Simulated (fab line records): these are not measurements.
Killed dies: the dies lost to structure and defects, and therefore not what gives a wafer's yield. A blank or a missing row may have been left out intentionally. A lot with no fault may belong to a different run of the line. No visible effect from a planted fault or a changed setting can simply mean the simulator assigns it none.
Lot-split experiment :: flow n5 finfet :: 7 lots, 39 wafers read, on a route of 1938 steps

## ABOUT THE SPLIT
At N5_DUMMY_GATE_ETCH_37 (etches SOC in N2/H2, target depth 60 nm, overetch 30 nm), the setting source w was moved away from the recipe's 840 W on 15 of the 39 wafers read, by -4.9% to +19.2%. For the rest of the wafers, this setting stayed at what the recipe calls for.

Reading taken at the split's own step.

## THE READING
rf vpp V, in V, at N5_DUMMY_GATE_ETCH_37 (etches SOC in N2/H2, target depth 60 nm, overetch 30 nm). On this fab line, fault-free wafers typically give 524.5 V with a standard deviation of 2.6 V.

wafer: L075.1
tool, chamber at the split: rie diel-02, 1
source w as run, W: 798.6
against the recipe: -4.9%
rf vpp V, V: 530.1
against lot-mates on the recipe: +5.6

wafer: L075.2
tool, chamber at the split: rie diel-02, 2
source w as run, W: 840
against the recipe: recipe
rf vpp V, V: 527.0
against lot-mates on the recipe: -

wafer: L075.3
tool, chamber at the split: rie diel-02, 3
source w as run, W: 798.6
against the recipe: -4.9%
rf vpp V, V: 530.6
against lot-mates on the recipe: +6.1

wafer: L075.4
tool, chamber at the split: rie diel-02, 0
source w as run, W: 840
against the recipe: recipe
rf vpp V, V: 526.4
against lot-mates on the recipe: -

wafer: L075.5
tool, chamber at the split: rie diel-02, 0
source w as run, W: 798.6
against the recipe: -4.9%
rf vpp V, V: 536.1
against lot-mates on the recipe: +11.6

wafer: L075.6
tool, chamber at the split: rie diel-02, 3
source w as run, W: 840
against the recipe: recipe
rf vpp V, V: 520.1
against lot-mates on the recipe: -

wafer: L077.1
tool, chamber at the split: rie diel-02, 0
source w as run, W: 1001
against the recipe: +19.2%
rf vpp V, V: 496.6
against lot-mates on the recipe: -25.0

wafer: L077.2
tool, chamber at the split: rie diel-02, 3
source w as run, W: 840
against the recipe: recipe
rf vpp V, V: 522.2
against lot-mates on the recipe: -

wafer: L077.3
tool, chamber at the split: rie diel-02, 1
source w as run, W: 840
against the recipe: recipe
rf vpp V, V: 522.0
against lot-mates on the recipe: -

wafer: L077.4
tool, chamber at the split: rie diel-02, 2
source w as run, W: 1001
against the recipe: +19.2%
rf vpp V, V: 499.0
against lot-mates on the recipe: -22.6

wafer: L077.5
tool, chamber at the split: rie diel-02, 3
source w as run, W: 840
against the recipe: recipe
rf vpp V, V: 520.7
against lot-mates on the recipe: -

wafer: L077.6
tool, chamber at the split: rie diel-02, 2
source w as run, W: 1001
against the recipe: +19.2%
rf vpp V, V: 497.0
against lot-mates on the recipe: -24.6

wafer: L087.1
tool, chamber at the split: rie diel-05, 1
source w as run, W: 840
against the recipe: recipe
rf vpp V, V: 528.1
against lot-mates on the recipe: -

wafer: L087.2
tool, chamber at the split: rie diel-05, 3
source w as run, W: 840
against the recipe: recipe
rf vpp V, V: 526.4
against lot-mates on the recipe: -

wafer: L087.3
tool, chamber at the split: rie diel-05, 2
source w as run, W: 840
against the recipe: recipe
rf vpp V, V: 520.1
against lot-mates on the recipe: -

wafer: L087.4
tool, chamber at the split: rie diel-05, 0
source w as run, W: 840
against the recipe: recipe
rf vpp V, V: 522.3
against lot-mates on the recipe: -

wafer: L087.5
tool, chamber at the split: rie diel-05, 1
source w as run, W: 840
against the recipe: recipe
rf vpp V, V: 527.6
against lot-mates on the recipe: -

wafer: L087.6
tool, chamber at the split: rie diel-05, 0
source w as run, W: 840
against the recipe: recipe
rf vpp V, V: 522.9
against lot-mates on the recipe: -

wafer: L090.1
tool, chamber at the split: rie diel-02, 0
source w as run, W: 840
against the recipe: recipe
rf vpp V, V: 524.9
against lot-mates on the recipe: -

wafer: L090.2
tool, chamber at the split: rie diel-02, 1
source w as run, W: 908.2
against the recipe: +8.1%
rf vpp V, V: 508.7
against lot-mates on the recipe: -16.0

wafer: L090.3
tool, chamber at the split: rie diel-02, 2
source w as run, W: 840
against the recipe: recipe
rf vpp V, V: 527.5
against lot-mates on the recipe: -

wafer: L090.4
tool, chamber at the split: rie diel-02, 3
source w as run, W: 908.2
against the recipe: +8.1%
rf vpp V, V: 507.4
against lot-mates on the recipe: -17.3

wafer: L090.5
tool, chamber at the split: rie diel-02, 0
source w as run, W: 908.2
against the recipe: +8.1%
rf vpp V, V: 512.0
against lot-mates on the recipe: -12.7

wafer: L090.6
tool, chamber at the split: rie diel-02, 3
source w as run, W: 840
against the recipe: recipe
rf vpp V, V: 521.6
against lot-mates on the recipe: -

wafer: L091.1
tool, chamber at the split: rie diel-05, 0
source w as run, W: 840
against the recipe: recipe
rf vpp V, V: 521.8
against lot-mates on the recipe: -

wafer: L091.2
tool, chamber at the split: rie diel-05, 1
source w as run, W: 840
against the recipe: recipe
rf vpp V, V: 527.3
against lot-mates on the recipe: -

wafer: L091.3
tool, chamber at the split: rie diel-05, 2
source w as run, W: 927.5
against the recipe: +10.4%
rf vpp V, V: 502.9
against lot-mates on the recipe: -21.3

wafer: L091.4
tool, chamber at the split: rie diel-05, 3
source w as run, W: 927.5
against the recipe: +10.4%
rf vpp V, V: 510.3
against lot-mates on the recipe: -13.9

wafer: L091.5
tool, chamber at the split: rie diel-05, 0
source w as run, W: 840
against the recipe: recipe
rf vpp V, V: 523.6
against lot-mates on the recipe: -

wafer: L091.6
tool, chamber at the split: rie diel-05, 1
source w as run, W: 927.5
against the recipe: +10.4%
rf vpp V, V: 509.9
against lot-mates on the recipe: -14.3

wafer: L093.2
tool, chamber at the split: rie diel-03, 0
source w as run, W: 840
against the recipe: recipe
rf vpp V, V: 526.4
against lot-mates on the recipe: -

wafer: L093.4
tool, chamber at the split: rie diel-03, 2
source w as run, W: 840
against the recipe: recipe
rf vpp V, V: 525.2
against lot-mates on the recipe: -

wafer: L093.6
tool, chamber at the split: rie diel-03, 0
source w as run, W: 840
against the recipe: recipe
rf vpp V, V: 526.9
against lot-mates on the recipe: -

wafer: L096.1
tool, chamber at the split: rie diel-02, 3
source w as run, W: 886.5
against the recipe: +5.5%
rf vpp V, V: 511.7
against lot-mates on the recipe: -13.1

wafer: L096.2
tool, chamber at the split: rie diel-02, 0
source w as run, W: 886.5
against the recipe: +5.5%
rf vpp V, V: 517.1
against lot-mates on the recipe: -7.7

wafer: L096.3
tool, chamber at the split: rie diel-02, 1
source w as run, W: 886.5
against the recipe: +5.5%
rf vpp V, V: 513.5
against lot-mates on the recipe: -11.3

wafer: L096.4
tool, chamber at the split: rie diel-02, 2
source w as run, W: 840
against the recipe: recipe
rf vpp V, V: 526.2
against lot-mates on the recipe: -

wafer: L096.5
tool, chamber at the split: rie diel-02, 1
source w as run, W: 840
against the recipe: recipe
rf vpp V, V: 520.9
against lot-mates on the recipe: -

wafer: L096.6
tool, chamber at the split: rie diel-02, 2
source w as run, W: 840
against the recipe: recipe
rf vpp V, V: 527.4
against lot-mates on the recipe: -

THE FIT
A straight line over all 39 wafers: rf vpp V changes by -1.5 V for each +1% of source w; r = -0.96; the points scatter about the line by 2.9 V.
The same after taking each lot's own level away (the mean of its wafers on the recipe; 39 wafers): -1.41 V for each +1%; r = -0.95; scatter 3 V.
That fit puts the effect of the largest move of source w on the reading at 27 V.
The span of the lots' own levels, 521.63 to 526.17 V, comes to 1.7 times the standard deviation stated above.
The two slopes are in agreement: the lot-to-lot level therefore moves the slope only a little.
Check: with one of the wafers moved furthest among these (+19.2%) left out of the fit, the line predicts -28 V for it against its lot-mates. Against them it came out at -25 V.
Tool readings at the split's step, against how far the setting was moved: rf vpp V r = -0.96.

## FILE'S OWN FIT
rf vpp V changes by -1.44 V for each +1% of source w, r = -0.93.
